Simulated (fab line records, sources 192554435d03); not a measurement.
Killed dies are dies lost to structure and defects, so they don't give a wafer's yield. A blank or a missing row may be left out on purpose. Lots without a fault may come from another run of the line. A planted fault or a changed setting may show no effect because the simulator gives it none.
Split-lot experiment | flow n5_finfet | 7 lots, 21 wafers read, on a route of 1938 steps

THE SPLIT
At N5_BEOL_M3_COAT_22 (resist thk 30 nm), the setting spin_rpm was moved away from the recipe's 1500 rpm on 8 of the 21 wafers read, by -5.9% to +4.0%. The other wafers ran this setting at the recipe's value.

FROM THE SPLIT TO THE READING: what the file shows between them, 5 steps
- N5_BEOL_M3_EBR_24
- N5_BEOL_M3_SOFTBAKE_23: time 60 s
- N5_BEOL_M3_EXPOSE_25: exposes mask V2, defocus 5 nm
- N5_BEOL_M3_PEB_26: peb time 60 s
- N5_BEOL_M3_DEVELOP_27: develop time 30 s

THE READING
CAR-EUV_of_BEOL_M3_COAT_22.thk_nm (the simulator's own value, which no gauge read), in nm, at N5_BEOL_M3_DESCUM_33 (chemistry O2, time 7 s). The file gives no usual value for it. The 13 wafers here that ran the recipe average 26.1 nm, standard deviation 0.12 nm.

wafer  | tool, chamber at the split | spin_rpm as run, rpm | against the recipe | CAR-EUV_of_BEOL_M3_COAT_22.thk_nm, nm | against lot-mates on the recipe
L077.1 | litho_track-05, 0          | 1500                 | recipe             | 26.2                                  | -
L077.3 | litho_track-05, 0          | 1421                 | -5.3%              | 26.8                                  | +0.6
L077.4 | litho_track-05, 0          | 1421                 | -5.3%              | 27                                    | +0.8
L080.1 | litho_track-02, 0          | 1411                 | -5.9%              | 26.8                                  | +0.8
L080.3 | litho_track-02, 0          | 1411                 | -5.9%              | 26.8                                  | +0.8
L080.4 | litho_track-02, 0          | 1500                 | recipe             | 26                                    | -
L082.1 | litho_track-02, 0          | 1500                 | recipe             | 26                                    | -
L082.4 | litho_track-02, 0          | 1500                 | recipe             | 26                                    | -
L082.6 | litho_track-02, 0          | 1500                 | recipe             | 26.2                                  | -
L086.2 | litho_track-02, 0          | 1560                 | +4.0%              | 25.4                                  | -0.7
L086.4 | litho_track-02, 0          | 1500                 | recipe             | 26                                    | -
L086.6 | litho_track-02, 0          | 1500                 | recipe             | 26.2                                  | -
L091.1 | litho_track-05, 0          | 1500                 | recipe             | 26.2                                  | -
L091.2 | litho_track-05, 0          | 1500                 | recipe             | 26.2                                  | -
L091.3 | litho_track-05, 0          | 1500                 | recipe             | 26.2                                  | -
L094.3 | litho_track-01, 0          | 1424                 | -5.1%              | 26.8                                  | +0.9
L094.5 | litho_track-01, 0          | 1500                 | recipe             | 26                                    | -
L094.6 | litho_track-01, 0          | 1500                 | recipe             | 25.8                                  | -
L095.2 | litho_track-05, 0          | 1450                 | -3.3%              | 26.6                                  | +0.6
L095.6 | litho_track-05, 0          | 1450                 | -3.3%              | 26.6                                  | +0.6
L095.3 | litho_track-05, 0          | 1500                 | recipe             | 26                                    | -

THE FIT
A straight line over all 21 wafers: CAR-EUV_of_BEOL_M3_COAT_22.thk_nm changes by -0.144 nm for each +1% of spin_rpm; r = -0.96; the points scatter about the line by 0.12 nm.
The same after taking each lot's own level away (the mean of its wafers on the recipe; 21 wafers): -0.15 nm for each +1%; r = -0.98; scatter 0.094 nm.
On that fit, the largest move of spin_rpm shifts the reading by 0.89 nm.
The lots' own levels span 25.90 to 26.20 nm, that is 2.4 times the standard deviation above.
So the lot-to-lot level changes the slope little: the two slopes agree.
Check: with one of the wafers moved furthest among these (-5.9%) left out of the fit, the line predicts +0.901 nm for it against its lot-mates. It came out at +0.8 nm against them.

OTHER SPLITS ON THESE WAFERS
These wafers also went through other splits before the reading. Each is held against what the fit with the lots' levels taken away leaves over:
other split on the same wafers               | wafers away from the commonest value | r with CAR-EUV_of_BEOL_M3_COAT_22.thk_nm (lot level and that fit taken away)
N5_HKMG_FIN_COAT_06 spin_rpm                 | 7                                    | +0.00
N5_GATE_CUT_ALD_22 ald_cycles                | 6                                    | -0.33
N5_MOL_CONTACT_COAG_CONTACT_ETCH_14 source_w | 8                                    | -0.19
N5_BEOL_M0_SAQP_DESCUM_19 time_s             | 8                                    | -0.30
N5_BEOL_M0_CUTY_COAT_50 spin_rpm             | 7                                    | -0.15
N5_BEOL_M2_COAT_67 spin_rpm                  | 8                                    | -0.09
N5_BEOL_M2_COAT_22 spin_rpm                  | 10                                   | +0.47

THE WHOLE CHAIN: every reading that the file lists as answering this split, in the file's order
step                  | what it does           | reading                                                                            | change (the file's fit)               | r (the file's)
N5_BEOL_M3_COAT_22    | resist thk 30 nm       | CAR-EUV_of_BEOL_M3_COAT_22.thk_nm (the simulator's own value, which no gauge read) | -0.165 nm for each +1% of the setting | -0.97
N5_BEOL_M3_DEVELOP_27 | develop time 30 s      | CAR-EUV_of_BEOL_M3_COAT_22.thk_nm (the simulator's own value, which no gauge read) | -0.161 nm for each +1% of the setting | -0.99
N5_BEOL_M3_DESCUM_33  | chemistry O2, time 7 s | CAR-EUV_of_BEOL_M3_COAT_22.thk_nm (the simulator's own value, which no gauge read) | -0.154 nm for each +1% of the setting | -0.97

THE FILE'S OWN FIT
CAR-EUV_of_BEOL_M3_COAT_22.thk_nm changes by -0.154 nm for each +1% of spin_rpm, r = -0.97.
